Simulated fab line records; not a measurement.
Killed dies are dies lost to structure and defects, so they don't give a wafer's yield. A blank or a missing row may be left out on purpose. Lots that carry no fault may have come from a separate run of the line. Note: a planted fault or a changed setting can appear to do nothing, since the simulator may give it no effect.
Matching of chambers / flow n5-finfet / N5_BEOL_M1_DESCUM_16 on rie-diel-06 has 4 sister chambers
The step chemistry O2, time 7 s. 4 wafers are shown with their chamber, then 9 later ones without.

WAFERS WITH THEIR CHAMBER
wafer=L085.5; chamber=2; showerhead-plenum-p-Torr (Torr)=2.16
wafer=L086.2; chamber=3; showerhead-plenum-p-Torr (Torr)=2.18
wafer=L090.5; chamber=1; showerhead-plenum-p-Torr (Torr)=2.06
wafer=L090.6; chamber=0; showerhead-plenum-p-Torr (Torr)=2.02

WAFERS WITH NO CHAMBER GIVEN
wafer=L094.1; showerhead-plenum-p-Torr (Torr)=2.17
wafer=L094.2; showerhead-plenum-p-Torr (Torr)=2.16
wafer=L094.3; showerhead-plenum-p-Torr (Torr)=2.01
wafer=L096.1; showerhead-plenum-p-Torr (Torr)=2.17
wafer=L096.5; showerhead-plenum-p-Torr (Torr)=2.01
wafer=L096.6; showerhead-plenum-p-Torr (Torr)=2.06
wafer=L097.1; showerhead-plenum-p-Torr (Torr)=2.16
wafer=L097.3; showerhead-plenum-p-Torr (Torr)=2.17
wafer=L097.5; showerhead-plenum-p-Torr (Torr)=2.16

WHICH CHAMBER EACH WENT THROUGH
wafer=L094.1; from the rows above=can't be placed: 2 or 3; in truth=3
wafer=L094.2; from the rows above=2; in truth=2
wafer=L094.3; from the rows above=0; in truth=0
wafer=L096.1; from the rows above=can't be placed: 2 or 3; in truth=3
wafer=L096.5; from the rows above=0; in truth=0
wafer=L096.6; from the rows above=1; in truth=1
wafer=L097.1; from the rows above=2; in truth=2
wafer=L097.3; from the rows above=can't be placed: 2 or 3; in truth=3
wafer=L097.5; from the rows above=2; in truth=2
6 of 9 placed correctly. From these rows, 3 cannot be placed; in 3 the true chamber is one of the candidates. Placed wrongly: 0.
How it was worked out, from the rows above alone: a wafer's distance from a chamber is the root of the sum, over the readings, of the square of ((its reading less the chamber's mean) divided by the reading's scatter). The wafer belongs to the nearest chamber; if the next one is less than 2 further off, it can't be placed. The mean given for a chamber averages the wafers shown for that chamber. The scatter: with one shown wafer a chamber, the root of the mean of the squares of how far each hidden wafer lies from its nearest shown one.
